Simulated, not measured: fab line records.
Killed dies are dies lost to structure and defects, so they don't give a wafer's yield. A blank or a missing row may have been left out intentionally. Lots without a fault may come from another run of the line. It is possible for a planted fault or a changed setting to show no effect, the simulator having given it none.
Chamber matching -- flow n5 finfet -- N5_BEOL_M1_ALD_84 on ald metal-03 has 4 sister chambers
The step deposits TaN, pulse time 2 s, purge time 3 s, co reactant purge time 2 s. 4 wafers are shown with their chamber, then 11 later ones without.

== WAFERS, EACH WITH ITS CHAMBER ==
wafer,chamber,heater power w (W)
L077.6,1,436
L085.5,2,457
L085.6,3,356
L086.1,0,370

== WAFERS WITH NO CHAMBER GIVEN ==
wafer,heater power w (W)
L086.3,449
L086.4,360
L087.3,427
L087.4,454
L087.5,444
L089.2,363
L089.4,448
L089.5,462
L093.2,357
L093.4,466
L093.6,358

== WHICH CHAMBER EACH WENT THROUGH ==
wafer,from the rows above,in truth
L086.3,can't be placed: 2 or 1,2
L086.4,can't be placed: 3 or 0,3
L087.3,1,1
L087.4,2,2
L087.5,can't be placed: 1 or 2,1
L089.2,can't be placed: 0 or 3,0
L089.4,can't be placed: 2 or 1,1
L089.5,2,2
L093.2,can't be placed: 3 or 0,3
L093.4,2,2
L093.6,can't be placed: 3 or 0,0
4 of 11 placed correctly. From these rows, 7 cannot be placed; in 7 the true chamber is one of the candidates. Placed wrongly: 0.
How it was worked out, from the rows above alone: a wafer's distance from a chamber is the root of the sum, over the readings, of the square of ((its reading less the chamber's mean) divided by the reading's scatter). The wafer belongs to the nearest chamber; if the next one is less than 2 further off, it can't be placed. Each chamber's mean is taken over the wafers shown for it. The scatter: with one shown wafer a chamber, the root of the mean of the squares of how far each hidden wafer lies from its nearest shown one.
